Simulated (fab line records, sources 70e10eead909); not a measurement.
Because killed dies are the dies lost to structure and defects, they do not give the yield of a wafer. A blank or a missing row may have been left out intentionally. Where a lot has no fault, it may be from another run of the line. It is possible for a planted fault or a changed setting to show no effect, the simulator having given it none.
fab line records + flow nandHarc
record
- lots=7
- wafers=19
- lastDay=34
route steps=1302 shown A_CHANNEL_HOLE_D1@454 END@1302
lots with no fault: from the same line, run without faults
startH: start of the lot's first displayed wafer, in hours after the record's first day + waitH: time in hours since the lot's previous step + " repeats the value in the row above + L1.1+2: one row covering several wafers at once + - no value present, or no start provided + * or withheld: withheld + < > ~ a bound
route shown NAME@n: NAME is a module with steps in the file, n the number in the route of the first one + usual: mean/standard deviation taken from wafers without a fault + same: alike in all rows + chamber/n: place in a boat + sites: each site's reading + _std_site: how widely they spread, as a standard deviation + _edge_site: outer sites' mean less inner sites' + radiusMm: how far each site lies from the wafer's centre + mask NAME#n: copy n + behind: the tool/chamber that last shaped the wafer + hold: the reason the lot was held/the length of the hold in hours/how it ended + device: whichever transistor did not switch (one of n, p or np) + end of line: at the end of the route, the tests of the same wafers + a step given without rows: its recipe and nothing more + killed: at the first sort, the dies lost to defects and structure; wafer yield is something else + map: shows each die of a wafer: x if killed, . if not, _ if none is there
set.NAME: the run value of the setting; set.NAME@STEP: its run value at that earlier step + model.NAME: the simulator's own value behind a step, which no gauge read
lots at selected steps of the route; one table per step, one row per wafer
services: the hour from which a tool's chamber was out of use, counted from the record's first day as startH (under 0 if before that day), plus the number of hours and why
## steps
# step NHARC_A_CHANNEL_HOLE_D1_COAT_36
# recipe
- tempC=260
- timeS=75
# step NHARC_A_CHANNEL_HOLE_D1_COAT_37
# recipe
- tempC=225
- timeS=65
# step NHARC_A_CHANNEL_HOLE_D1_COAT_04
# recipe
- spinRpm=1500
- resistThkNm=90
# step NHARC_A_CHANNEL_HOLE_D1_SOFTBAKE_05
# recipe
- tempC=105
- timeS=55
# step NHARC_A_CHANNEL_HOLE_D1_EBR_06
# step NHARC_A_CHANNEL_HOLE_D1_EXPOSE_07
# recipe
- na=1.35
- targetCdNm=100
- sigmaOuter=0.3
- doseMj=59.65
- maskId=HOLE_D1
# step NHARC_A_CHANNEL_HOLE_D1_PEB_08
# recipe
- pebTempC=100
- pebTimeS=65
# step NHARC_A_CHANNEL_HOLE_D1_DEVELOP_09
# recipe
- developTimeS=35
- devTempC=23
# step NHARC_A_CHANNEL_HOLE_D1_CD_MEAS_10
# recipe
- targetCdNm=100
- landingEnergyEv=500
# usual
- cdNm=100.2/0.61
| lot.wafer | tool     | chamber | startH | waitH | cdNm  |
|-----------|----------|---------|--------|-------|-------|
| L306.1    | cdSem-03 | 0       | 264.55 | -     | 100.1 |
| L306.3    | "        | 0       | "      | "     | 100.2 |
| L306.4    | "        | 0       | "      | "     | 100.3 |
| L308.1    | cdSem-02 | 0       | 289.46 | -     | 100.1 |
| L308.2    | "        | 0       | "      | "     | 99.9  |
| L308.4    | "        | 0       | "      | "     | 100.4 |
| L307.3    | cdSem-02 | 0       | 290.61 | -     | 99.4  |
| L307.4    | "        | 0       | "      | "     | 99.8  |
| L307.6    | "        | 0       | "      | "     | 99.4  |
| L312.1    | cdSem-03 | 0       | 340.77 | -     | 99.7  |
| L312.5    | "        | 0       | "      | "     | 100.1 |
| L312.6    | "        | 0       | "      | "     | 99.7  |
| L318.1    | cdSem-02 | 0       | 389.49 | -     | 99.5  |
| L318.5    | "        | 0       | "      | "     | 98.8  |
| L319.1    | cdSem-02 | 0       | 399.99 | -     | 100.3 |
| L319.5    | "        | 0       | "      | "     | 101.0 |
| L320.2    | cdSem-01 | 0       | 408.01 | -     | 100.2 |
| L320.3    | "        | 0       | "      | "     | 100.2 |
| L320.5    | "        | 0       | "      | "     | 100.7 |
# step NHARC_A_CHANNEL_HOLE_D1_OVL_MEAS_11
# usual
- overlayXNm=0.0/0.86
- overlayYNm=0.4/0.71
| lot.wafer | tool       | chamber | startH | waitH | overlayXNm | overlayYNm |
|-----------|------------|---------|--------|-------|------------|------------|
| L306.1    | overlay-02 | -       | 264.64 | -     | 0.2        | -0.5       |
| L306.3    | "          | -       | "      | "     | 0.7        | -0.7       |
| L306.4    | "          | -       | "      | "     | -0.1       | -0.5       |
| L308.1    | overlay-01 | -       | 289.55 | -     | 0.2        | 1.0        |
| L308.2    | "          | -       | "      | "     | 0.1        | 1.0        |
| L308.4    | "          | -       | "      | "     | 0.6        | 0.9        |
| L307.3    | overlay-02 | -       | 290.70 | -     | 1.5        | -0.8       |
| L307.4    | "          | -       | "      | "     | 1.4        | -0.4       |
| L307.6    | "          | -       | "      | "     | 1.5        | -0.2       |
| L312.1    | overlay-01 | -       | 340.86 | -     | 0.6        | 0.9        |
| L312.5    | "          | -       | "      | "     | -0.5       | 1.0        |
| L312.6    | "          | -       | "      | "     | 0.4        | 0.4        |
| L318.1    | overlay-01 | -       | 389.58 | -     | -0.7       | 1.1        |
| L318.5    | "          | -       | "      | "     | -0.4       | 0.2        |
| L319.1    | overlay-01 | -       | 400.08 | -     | 0.6        | 0.9        |
| L319.5    | "          | -       | "      | "     | 0.3        | 0.9        |
| L320.2    | overlay-02 | -       | 408.10 | -     | 1.2        | 0.5        |
| L320.3    | "          | -       | "      | "     | 1.0        | 0.3        |
| L320.5    | "          | -       | "      | "     | 0.8        | 0.2        |
# step NHARC_A_CHANNEL_HOLE_D1_INSPECT_12
# usual
- rawDefectCount=5.3/2.6
| lot.wafer | tool             | chamber | startH | waitH | rawDefectCount |
|-----------|------------------|---------|--------|-------|----------------|
| L306.1    | defectInspect-01 | -       | 264.68 | 0.0   | 3              |
| L306.3    | "                | -       | "      | "     | 3              |
| L306.4    | "                | -       | "      | "     | 3              |
| L308.1    | defectInspect-02 | -       | 289.59 | 0.0   | 5              |
| L308.2    | "                | -       | "      | "     | 5              |
| L308.4    | "                | -       | "      | "     | 8              |
| L307.3    | defectInspect-01 | -       | 290.73 | 0.0   | 2              |
| L307.4    | "                | -       | "      | "     | 4              |
| L307.6    | "                | -       | "      | "     | 3              |
| L312.1    | defectInspect-01 | -       | 340.90 | 0.0   | 4              |
| L312.5    | "                | -       | "      | "     | 5              |
| L312.6    | "                | -       | "      | "     | 6              |
| L318.1    | defectInspect-01 | -       | 389.62 | 0.0   | 7              |
| L318.5    | "                | -       | "      | "     | 8              |
| L319.1    | defectInspect-01 | -       | 400.12 | 0.0   | 5              |
| L319.5    | "                | -       | "      | "     | 5              |
| L320.2    | defectInspect-01 | -       | 408.14 | 0.0   | 7              |
| L320.3    | "                | -       | "      | "     | 6              |
| L320.5    | "                | -       | "      | "     | 6              |
# step NHARC_A_CHANNEL_HOLE_D1_DESCUM_15
# recipe
- timeS=3
- o2FlowSccm=200
- arFlowSccm=0
- biasPowerW=0
- chemistry=O2
# usual
- drypumpMotorCurrentA=6.0/0.3
- oesProductAu=1.001/0.01
- rfVppV=57.7/0.9
- showerheadPlenumPTorr=1.89/0.085
- throttleValvePct=11.311/0.0087
| lot.wafer | tool       | chamber | startH | waitH | drypumpMotorCurrentA | oesProductAu | rfHoursCounterH | rfVppV | showerheadPlenumPTorr | throttleValvePct |
|-----------|------------|---------|--------|-------|----------------------|--------------|-----------------|--------|-----------------------|------------------|
| L306.4    | rieDiel-09 | 3       | 264.75 | 0.1   | 6.3                  | 0.996        | 9               | 55.6   | 1.80                  | 11.328           |
| L306.3    | "          | 0       | "      | "     | 5.7                  | 0.993        | 9               | 58.0   | 1.85                  | 11.302           |
| L306.1    | "          | 1       | "      | "     | 6.0                  | 1.005        | 8               | 57.0   | 2.00                  | 11.308           |
| L308.2    | rieDiel-02 | 0       | 289.65 | 0.1   | 5.9                  | 0.998        | 19              | 57.7   | 1.81                  | 11.305           |
| L308.1    | "          | 1       | "      | "     | 5.8                  | 1.014        | 23              | 58.6   | 1.84                  | 11.319           |
| L308.4    | "          | 2       | "      | "     | 6.1                  | 1.020        | 22              | 57.6   | 1.94                  | 11.313           |
| L307.3    | rieDiel-02 | 2       | 290.81 | 0.1   | 6.1                  | 1.016        | 23              | 58.7   | 1.94                  | 11.309           |
| L307.4    | "          | 3       | "      | "     | 6.0                  | 1.008        | 18              | 57.7   | 1.81                  | 11.308           |
| L307.6    | "          | 0       | "      | "     | 5.9                  | 1.010        | -               | 55.9   | 1.81                  | 11.313           |
| L312.1    | rieDiel-02 | 0       | 340.99 | 0.1   | 6.0                  | 1.010        | 41              | 58.0   | 1.80                  | 11.312           |
| L312.5    | "          | 1       | "      | "     | 5.8                  | 1.013        | -               | 58.6   | 1.83                  | 11.308           |
| L312.6    | "          | 2       | "      | "     | 6.1                  | 1.006        | -               | 56.6   | 1.93                  | 11.313           |
| L318.1    | rieDiel-09 | 1       | 389.69 | 0.1   | 6.0                  | 0.997        | 6               | 56.8   | 1.99                  | 11.309           |
| L318.5    | "          | 0       | "      | "     | 5.7                  | 1.001        | -               | 59.5   | 1.84                  | 11.317           |
| L319.1    | rieDiel-09 | 0       | 400.19 | 0.1   | 5.7                  | 0.990        | 7               | 58.0   | 1.84                  | 11.307           |
| L319.5    | "          | 2       | "      | "     | 6.5                  | 0.990        | -               | 59.1   | 1.99                  | 11.303           |
| L320.2    | rieDiel-09 | 0       | 408.20 | 0.1   | 5.7                  | 1.002        | 7               | 58.2   | 1.84                  | 11.326           |
| L320.3    | "          | 1       | "      | "     | 6.0                  | 0.994        | 7               | 59.2   | 1.99                  | 11.321           |
| L320.5    | "          | 2       | "      | "     | 6.5                  | 0.991        | -               | 58.4   | 1.99                  | 11.303           |
# step NHARC_A_CHANNEL_HOLE_D1_ETCH_38
# recipe
- targetDepthA=390
- overEtchFrac=0.3
- timeS=65
- ionEnergyEv=80
- cf4FlowSccm=150
- arFlowSccm=0
- rfW=300
- biasW=100
- chemistry=CF4
# usual
- drypumpMotorCurrentA=6.0/0.31
- oesProductAu=0.999/0.0092
- rfVppV=151.0/1.2
- showerheadPlenumPTorr=1.75/0.073
- throttleValvePct=13.283/0.0091
| lot.wafer | tool       | chamber | startH | waitH | drypumpMotorCurrentA | oesProductAu | rfHoursCounterH | rfVppV | showerheadPlenumPTorr | throttleValvePct |
|-----------|------------|---------|--------|-------|----------------------|--------------|-----------------|--------|-----------------------|------------------|
| L306.4    | rieDiel-09 | 2       | 264.83 | 0.1   | 6.5                  | 1.004        | 8               | 151.9  | 1.84                  | 13.278           |
| L306.3    | "          | 3       | "      | "     | 6.3                  | 1.017        | 10              | 149.9  | 1.67                  | 13.289           |
| L306.1    | "          | 0       | "      | "     | 5.8                  | 0.999        | 9               | 151.9  | 1.71                  | 13.288           |
| L308.4    | rieDiel-02 | 1       | 289.74 | 0.1   | 5.8                  | 1.009        | 23              | 148.9  | 1.71                  | 13.272           |
| L308.2    | "          | 2       | "      | "     | 6.1                  | 1.008        | 22              | 150.8  | 1.79                  | 13.284           |
| L308.1    | "          | 0       | "      | "     | 5.9                  | 1.005        | 19              | 150.9  | 1.68                  | 13.290           |
| L307.3    | rieDiel-02 | 0       | 290.89 | 0.1   | 5.9                  | 1.001        | 19              | 150.5  | 1.68                  | 13.279           |
| L307.4    | "          | 2       | "      | "     | 6.1                  | 1.004        | 23              | 151.2  | 1.79                  | 13.289           |
| L307.6    | "          | 0       | "      | "     | 5.9                  | 1.010        | -               | 150.2  | 1.68                  | 13.293           |
| L312.1    | rieDiel-02 | 2       | 341.17 | 0.2   | 6.1                  | 0.994        | 41              | 151.8  | 1.78                  | 13.278           |
| L312.5    | "          | 2       | "      | "     | 6.1                  | 1.005        | -               | 151.5  | 1.78                  | 13.287           |
| L312.6    | "          | 0       | "      | "     | 6.0                  | 0.996        | -               | 151.2  | 1.67                  | 13.283           |
| L318.1    | rieDiel-09 | 3       | 389.78 | 0.1   | 6.3                  | 1.014        | 5               | 152.8  | 1.66                  | 13.289           |
| L318.5    | "          | 1       | "      | "     | 6.0                  | 0.818        | -               | 150.7  | 1.84                  | 13.276           |
| L319.1    | rieDiel-09 | 0       | 400.26 | 0.1   | 5.7                  | 1.001        | 7               | 149.8  | 1.71                  | 13.267           |
| L319.5    | "          | 0       | "      | "     | 5.7                  | 0.829        | -               | 150.7  | 1.71                  | 13.277           |
| L320.3    | rieDiel-09 | 1       | 408.30 | 0.1   | 6.0                  | 0.992        | 7               | 152.6  | 1.84                  | 13.279           |
| L320.2    | "          | 2       | "      | "     | 6.5                  | 0.988        | 5               | 152.4  | 1.83                  | 13.306           |
| L320.5    | "          | 1       | "      | "     | 6.0                  | 0.815        | -               | 151.8  | 1.84                  | 13.282           |
# step NHARC_A_CHANNEL_HOLE_D1_ETCH_39
# recipe
- targetDepthA=2600
- overEtchFrac=0.3
- timeS=325
- ionEnergyEv=200
- n2FlowSccm=150
- h2FlowSccm=150
- arFlowSccm=0
- rfW=400
- biasW=150
- chemistry=N2/H2
# usual
- drypumpMotorCurrentA=6.0/0.31
- h2FlowSccm=150.0/0.45
- oesProductAu=1.000/0.01
- rfVppV=430.0/2.7
- showerheadPlenumPTorr=2.02/0.092
- throttleValvePct=14.171/0.0093
| lot.wafer | tool       | chamber | startH | waitH | drypumpMotorCurrentA | h2FlowSccm | oesProductAu | rfHoursCounterH | rfVppV | showerheadPlenumPTorr | throttleValvePct |
|-----------|------------|---------|--------|-------|----------------------|------------|--------------|-----------------|--------|-----------------------|------------------|
| L306.3    | rieDiel-09 | 3       | -      | -     | 6.3                  | 151.0      | 1.016        | 10              | 427.2  | 1.91                  | 14.170           |
| L306.4    | "          | 0       | "      | "     | 5.7                  | 150.3      | 0.995        | 9               | 429.2  | 1.97                  | 14.178           |
| L306.1    | "          | 2       | "      | "     | 6.5                  | 149.9      | 1.000        | 8               | 433.6  | 2.12                  | 14.183           |
| L308.4    | rieDiel-02 | 0       | -      | -     | 5.9                  | 149.8      | 0.995        | 19              | 427.7  | 1.93                  | 14.182           |
| L308.1    | "          | 1       | "      | "     | 5.8                  | 149.7      | 1.014        | 23              | 427.7  | 1.96                  | 14.184           |
| L308.2    | "          | 3       | "      | "     | 6.1                  | 150.2      | 0.995        | 18              | 426.7  | 1.93                  | 14.164           |
| L307.4    | rieDiel-02 | 3       | -      | -     | 6.1                  | 150.0      | 0.993        | 18              | 428.4  | 1.93                  | 14.170           |
| L307.3    | "          | 1       | "      | "     | 5.8                  | 150.0      | 1.009        | 24              | 428.3  | 1.96                  | 14.168           |
| L307.6    | "          | 2       | "      | "     | 6.1                  | 149.7      | 1.012        | -               | 431.7  | 2.07                  | 14.176           |
| L312.1    | rieDiel-02 | 1       | -      | -     | 5.8                  | 150.2      | 1.016        | 44              | 429.8  | 1.95                  | 14.165           |
| L312.5    | "          | 0       | "      | "     | 5.9                  | 149.8      | 1.012        | -               | 426.8  | 1.92                  | 14.173           |
| L312.6    | "          | 1       | "      | "     | 5.8                  | 150.1      | 1.014        | -               | 428.1  | 1.95                  | 14.169           |
| L318.1    | rieDiel-09 | 3       | -      | -     | 6.3                  | 149.6      | 1.002        | 5               | 426.4  | 1.91                  | 14.171           |
| L318.5    | "          | 1       | "      | "     | 6.0                  | 149.7      | 0.992        | -               | 433.0  | 2.13                  | 14.178           |
| L319.1    | rieDiel-09 | 3       | -      | -     | 6.3                  | 149.9      | 1.016        | 6               | 426.2  | 1.91                  | 14.168           |
| L319.5    | "          | 2       | "      | "     | 6.6                  | 149.3      | 1.007        | -               | 432.3  | 2.12                  | 14.184           |
| L320.2    | rieDiel-09 | 1       | -      | -     | 6.0                  | 150.5      | 0.988        | 8               | 433.7  | 2.13                  | 14.154           |
| L320.3    | "          | 0       | "      | "     | 5.7                  | 149.8      | 0.985        | 7               | 428.5  | 1.96                  | 14.165           |
| L320.5    | "          | 2       | "      | "     | 6.5                  | 150.8      | 0.976        | -               | 433.4  | 2.12                  | 14.175           |
# step NHARC_END_SORT_01
# recipe
- tempC=25
# usual
- killedAtArray=58/20
- killedAtOther=0.8/1
- killedAtPeriphery=4.6/2.8
- killedDies=63/19
- killedOpen=3.4/2
- killedShort=2.4/1.8
# same
- grossDies=677
| lot.wafer | tool      | chamber | startH | waitH | killedAtArray | killedAtOther | killedAtPeriphery | killedDies | killedOpen | killedShort |
|-----------|-----------|---------|--------|-------|---------------|---------------|-------------------|------------|------------|-------------|
| L307.3    | prober-01 | 0       | 688.28 | 3.1   | 45            | 0             | 4                 | 49         | 4          | 2           |
| L307.4    | prober-01 | 0       | 689.06 | 3.3   | 37            | 0             | 3                 | 40         | 3          | 2           |
| L307.6    | prober-01 | 0       | 690.63 | 3.9   | 33            | 0             | 3                 | 36         | 2          | 3           |
| L312.6    | prober-01 | 0       | 720.91 | 4.0   | 120           | 1             | 4                 | 125        | 4          | 2           |
| L318.5    | prober-02 | 0       | 778.36 | 3.7   | 450           | 0             | 5                 | 455        | 2          | 0           |
| L319.5    | prober-02 | 0       | 804.81 | 3.7   | 455           | 2             | 9                 | 466        | 8          | 0           |
| L320.5    | prober-01 | 0       | 804.79 | 3.7   | 494           | 2             | 3                 | 499        | 4          | 0           |
# killed by level:class
L307.3 A_CHANNEL_HOLE_D1:chamberFilmFlake=32 A_STAIRCASE:chamberFilmFlake=3 P_M2:chamberFilmFlake=2 A_CHANNEL_HOLE_D2:chamberFilmFlake=2 P_GATE:geometricParticle:open=1 A_ONON_D1:geometricParticle:short=1 A_ONON_D2:geometricParticle:open=1 A_CHANNEL_FILL_D2:geometricParticle:open=1
L307.4 A_CHANNEL_HOLE_D1:chamberFilmFlake=24 A_CONTACT:chamberFilmFlake=3 P_M2:chamberFilmFlake=2 A_ZERO_WELL:chamberFilmFlake=2 A_SLIT:chamberFilmFlake=2 P_M0:geometricParticle:open=1 A_CHANNEL_HOLE_D1:geometricParticle:short=1 A_DECK1_JOINT:geometricParticle:open=1
L307.6 A_CHANNEL_HOLE_D1:chamberFilmFlake=21 A_CONTACT:chamberFilmFlake=4 A_STAIRCASE:chamberFilmFlake=2 P_CONTACT:geometricParticle:open=1 A_ONON_D1:geometricParticle:short=1 A_DECK1_JOINT:geometricParticle:short=1 A_SGD_CUT:geometricParticle:short=1 A_M1:geometricParticle:open=1
L312.6 A_CHANNEL_HOLE_D1:chamberFilmFlake=36 A_CHANNEL_HOLE_D2:chamberFilmFlake=30 A_SLIT:chamberFilmFlake=24 A_CONTACT:chamberFilmFlake=17 A_SGD_CUT:chamberFilmFlake=3 A_CHANNEL_FILL_D2:geometricParticle:short=2 P_M1:chamberFilmFlake=2 P_M2:chamberFilmFlake=2
L318.5 A_CHANNEL_HOLE_D1:areaEtch=402 A_CHANNEL_HOLE_D2:chamberFilmFlake=25 A_SLIT:chamberFilmFlake=11 A_CONTACT:chamberFilmFlake=8 P_GATE:chamberFilmFlake=4 P_STI:geometricParticle:open=1 A_CHANNEL_FILL_D1:geometricParticle:open=1 A_ZERO_WELL:chamberFilmFlake=1
L320.5 A_CHANNEL_HOLE_D1:areaEtch=427 A_CHANNEL_HOLE_D1:chamberFilmFlake=26 A_CHANNEL_HOLE_D2:chamberFilmFlake=17 A_SLIT:chamberFilmFlake=13 A_CONTACT:chamberFilmFlake=4 P_CONTACT:geometricParticle:open=2 A_CHANNEL_FILL_D1:chamberFilmFlake=2 A_DECK1_JOINT:chamberFilmFlake=2
L319.5 A_CHANNEL_HOLE_D1:areaEtch=376 A_SLIT:chamberFilmFlake=35 A_CHANNEL_HOLE_D2:chamberFilmFlake=15 A_CHANNEL_HOLE_D1:chamberFilmFlake=12 A_WL_FILL:chamberFilmFlake=7 P_BONDPAD:chamberFilmFlake=5 A_CONTACT:geometricParticle:open=3 A_DECK1_JOINT:chamberFilmFlake=3
# map L318.5 (x killed, . not)
____________x____________
_________xxxxxxx_________
_______xxxxxxxxxxx_______
______..xxx..xxxxxx______
_____.xxxxx.xxxxxxxx_____
____xxx...x..xx.xxxxx____
____x..xx.x.xxxxx.xxx____
___..xxxx.x.x.xx.xxxx.___
___xxxxxx.x.xxxx.xxx.x___
__xxxxxxx.xx....x...xxx__
__.x.xx.....x...xx.x.xx__
_.xxxxx..xxx.x..x..xx.xx_
_xxx..xxx.xx.x..x.xxxxxx_
_xxxxx.......x.x.xxxxxxx_
_xx.x.x..x.x.x...xx.xxxx_
_.x.....x..x..xxxx..xxxx_
xxxx.....x.xxx...xx.xxxxx
xxxx.xxx....x....x.xxxxxx
xxxx.x.x....x.xxx.xx.xx.x
.xxxxxxx.x..xxxxxx....xxx
x.xx.x.x......xx..xxxxx.x
_xxxxxx..x.xxxxxx.xxx.xx_
_x.xx.xxx..xxxx.x.xxx.xx_
_xxx..xxx.xx.xxxx..xxx.._
_xxxxxx.x.x.xx..xx..xxxx_
_xxx...xx.x..xxx..xxxxxx_
__xx.xxx.x.x....xx.xxxx__
__xxxxxxxxxxxx...xxx.xx__
___xx...x.xxxxx....xxx___
___xxxxx.x.....x..xxx.___
____.xxxx..xxxxxxxxxx____
____.x.xxx.xxxxx.xxxx____
_____x.xxxxxxxx.xxxx_____
______xxxxxxx.xxxxx______
_______xxxxx.xxx.x_______
_________xxxxx.x_________
____________x____________
# map L319.5 (x killed, . not)
____________x____________
_________xxx..xx_________
_______xxxx..xx..._______
______xxx.xxxxxxxx.______
_____xxx..xxxxxxx.xx_____
____xxxx.xxx.xxx.....____
____xxxxxx.x....xxxx.____
___x.xxxxx..xxx.xxx.xx___
___xxxxx.x.xx..x.xxxx.___
__xxxx.xx......x.xxx.x.__
__x.xxx.x.x...xx...xxxx__
_xxxxxx.x...xx..x.....x._
_xxxxx...xx........x..xx_
_xxxx..x.x.xxx.xx..x.xxx_
_xxxxxx..x.x.x.xx.....x._
_xxxxx.x............xxxx_
xxxxxxxx.......x.x..x..xx
xxxx..xx.xxx.xx...x.xxxxx
xxxxx...xx..xx.x...xxx.x.
xxxxxx..xx...x....x.x.xxx
xxxxxxxx.x..xxxx.x.....xx
_xxxxxxxx.x..xxxxxxxxxxx_
_xxx.x.xxxx.xxxxxxxx.x.x_
_xxxxx..xxxxxxxxx.xxx.x._
_xxx.x.x...x.xxx.xx..xxx_
_xxxxxxx..x.xxxxxx..xxxx_
__xxxxx.xx.xxxxx.xxxxx.__
__xxxxxxxxxxx.xx..x..xx__
___xxxxxxx..xx..x...xx___
___xxxxxxxxxxxxxxxxxxx___
____xxxxxxxxxxxx.x..x____
____xxxx.xxxxxxxxxxxx____
_____xxxxxx.xxxxxxxx_____
______xxxxxxxxxxxxx______
_______xxxxxxxxxxx_______
_________xxxxxxx_________
____________x____________
## services
| tool       | chamber | startH | hours | kind      |
|------------|---------|--------|-------|-----------|
| rieDiel-09 | 0       | 250.17 | -     | clean     |
| rieDiel-09 | 1       | 250.17 | -     | clean     |
| rieDiel-09 | 2       | 250.17 | -     | clean     |
| rieDiel-09 | 3       | 250.17 | -     | clean     |
| rieDiel-09 | 1       | 251.16 | 3.1   | repair    |
| rieDiel-09 | 0       | 274.73 | -     | clean     |
| rieDiel-09 | 1       | 274.73 | -     | clean     |
| rieDiel-09 | 2       | 274.73 | -     | clean     |
| rieDiel-09 | 3       | 274.73 | -     | clean     |
| rieDiel-09 | 0       | 299.50 | -     | clean     |
| rieDiel-09 | 1       | 299.50 | -     | clean     |
| rieDiel-09 | 2       | 299.50 | -     | clean     |
| rieDiel-09 | 3       | 299.50 | -     | clean     |
| rieDiel-09 | 2       | 306.85 | 2.8   | repair    |
| rieDiel-09 | -       | 320.17 | 9.0   | pm        |
| rieDiel-09 | 0       | 320.17 | 9.0   | ventCycle |
| rieDiel-09 | 1       | 320.17 | 9.0   | ventCycle |
| rieDiel-09 | 2       | 320.17 | 9.0   | ventCycle |
| rieDiel-09 | 3       | 320.17 | 9.0   | ventCycle |
| rieDiel-09 | 0       | 329.17 | -     | clean     |
| rieDiel-02 | 3       | 334.95 | 6.6   | repair    |
| rieDiel-09 | 2       | 339.67 | 7.1   | repair    |
| rieDiel-02 | -       | 393.77 | 9.0   | pm        |
| rieDiel-09 | 3       | 406.60 | 12.5  | repair    |
## key
firstSign
- step=NHARC_A_CHANNEL_HOLE_D1_ETCH_38
- reading=oesProductAu
- direction=down
- sigmas=19
- usual=0.999
- struck=0.821
effect
- step=NHARC_END_SORT_01
- reading=killedDies
- direction=up
- sigmas=21
- usual=63
- struck=473
moreKillsBornAt
- NHARC_A_CHANNEL_HOLE_D1_ETCH_38@rieDiel-09=1205
metAt NHARC_A_CHANNEL_HOLE_D1_ETCH_38
struckWafers L318.5,L319.5,L320.5
laterRowsLeftOut L318.5,L319.5,L320.5
testerLeftOut L318,L319,L320
onsetBetween 264.83 389.78
fault
- kind=processParameterDrift
- tool=rieDiel-09
- chamber=-
- onsetH=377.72
- steps=NHARC_A_CHANNEL_HOLE_D1_ETCH_38
- channel=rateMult
- offset=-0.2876
- shape=step
- endH=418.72
- scope=struckWafersOnly
# testerLeftOut: of these lots the tester's yield and bins aren't shown, on N5 and GAA mostly nor the transistor test; their killed dies are dies lost to structure and defects alone, not to doping, threshold or leakage, so they don't give the yield
# laterRowsLeftOut: the simulator's readings of these wafers behind a module that went badly wrong aren't trusted and aren't shown, but for the sort
